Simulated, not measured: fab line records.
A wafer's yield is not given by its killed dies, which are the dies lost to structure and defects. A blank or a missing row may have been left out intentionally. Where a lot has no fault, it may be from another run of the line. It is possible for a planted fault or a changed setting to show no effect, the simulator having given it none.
A lot that was struck, set against a sound lot :: flow n5-finfet :: 19 steps out of a route of 1938
Sound: these wafers, L283.2, L283.5, L283.6. Struck: wafers L276.2, L276.3, L276.4. The cause is named last.
Per side, at each step with rows, come the tool, then ch with its chambers, and then its first start. Under that, the readings that differ: sound wafers :: struck wafers :: difference of the means :: sigmas: that difference in standard deviations of wafers without a fault.
alike: readings whose means differ by less than 2 such deviations, and words and numbers that are the same on both sides. not compared: withheld readings, readings that some wafer has no value for, bounds like >300 that may hide the same value, and numbers for which the record gives no deviation and whose values overlap.
Wherever a step has rows on one side only, a row that says differs or no value, or a row with sigmas, the two part there. Numbers that don't overlap but have no deviation are shown without sigmas and don't part them. A reading that every wafer of one side lacks parts them only if that side has two wafers or more.

N5_BEOL_M13_ETCH_59: etches BARC in N2/H2, target depth 89 nm, overetch 26.7 nm, time 67.9 s.
  sound on rie-diel-06 ch 0,1,3, day 15 04:16; struck on rie-diel-03 ch 0,2,3, day 14 12:49
  alike: drypump-motor-current-A, oes-product-au, rf-vpp-V, showerhead-plenum-p-Torr, throttle-valve-pct
  not compared: rf-hours-counter-h
N5_BEOL_M13_VIA_ETCH_16: etches SiOC in C4F8/O2/Ar, target depth 921.7 nm.
  sound on rie-diel-06 ch 0,1,3, day 15 04:19; struck on rie-diel-03 ch 0,2,3, day 14 12:52
  alike: C4F8_flow_sccm, O2_flow_sccm, drypump-motor-current-A, he-inner-torr, oes-product-au, rf-vpp-V, showerhead-plenum-p-Torr, throttle-valve-pct
N5_BEOL_M13_STRIP_63: strips in N2/H2.
  sound on plasma-asher-02 ch 0,1, day 15 04:34; struck on plasma-asher-01 ch 0,1, day 14 13:06
  alike: drypump-motor-current-A, heater-power-w, oes-product-au, strip-time-to-endpoint-s
  not compared: rf-hours-counter-h
N5_BEOL_M13_STRIP_64: strips in N2/H2.
  sound on plasma-asher-02 ch 0,1, day 15 04:37; struck on plasma-asher-01 ch 0,1, day 14 13:10
  alike: drypump-motor-current-A, heater-power-w, oes-product-au, strip-time-to-endpoint-s
  not compared: rf-hours-counter-h
then, 2 steps without rows for these wafers: N5_BEOL_M13_STRIP_71 (strips in post etch residue remover, time 60 s); N5_BEOL_M13_SRD_72 (time 30 s, dry time 30 s).
N5_BEOL_M13_CD_MEAS_17: the cd target is 190 nm.
  sound on cd-sem-02 at day 15 04:46; struck on cd-sem-03 at day 14 13:18
  alike: cd-nm
then, 5 steps without rows for these wafers: N5_BEOL_M13_COAT_65 (time 60 s, resist thk 350 nm); N5_BEOL_M13_COAT_66 (time 60 s, resist thk 110 nm); N5_BEOL_M13_COAT_22 (resist thk 300 nm); N5_BEOL_M13_EBR_24; N5_BEOL_M13_SOFTBAKE_23 (time 60 s).
N5_BEOL_M13_EXPOSE_25: exposes mask M13, target cd 210 nm.
  sound on krf-scanner-01 ch 0, day 15 04:57; struck on krf-scanner-02 ch 0, day 14 13:35
reading: model.BEOL_M13.overlay-x-nm (nm)
sound: 0.8 0.8 0.8
struck: 28.6 28.6 28.6
difference: +27.8
sigmas: 
  alike: mask
then, 3 steps without rows for these wafers: N5_BEOL_M13_PEB_26 (peb time 90 s); N5_BEOL_M13_DEVELOP_27 (develop time 45 s); N5_BEOL_M13_HARDBAKE_32 (time 120 s).
N5_BEOL_M13_CD_MEAS_28: the cd target is 209.5 nm.
  sound on cd-sem-02 ch 0, day 15 05:07; struck on cd-sem-01 ch 0, day 14 13:46
  alike: cd-nm
N5_BEOL_M13_OVL_MEAS_29:
  sound on overlay-01 ch 0, day 15 05:09; struck on overlay-02 ch 0, day 14 13:47
reading: M13_OVL (nm)
sound: 1 1 8
struck: 24 29 28
difference: +24
sigmas: +5
N5_BEOL_M13_INSPECT_30: inspects for defects (macro).
  sound on defect-inspect-02 at day 15 05:10; struck on defect-inspect-02 at day 14 13:49
  alike: raw-defect-count

WHERE THEY PART
Only at N5_BEOL_M13_OVL_MEAS_29, within this record. Later steps at which nothing parts them and some readings are alike: N5_BEOL_M13_INSPECT_30.

WHY: whatever the simulator had introduced
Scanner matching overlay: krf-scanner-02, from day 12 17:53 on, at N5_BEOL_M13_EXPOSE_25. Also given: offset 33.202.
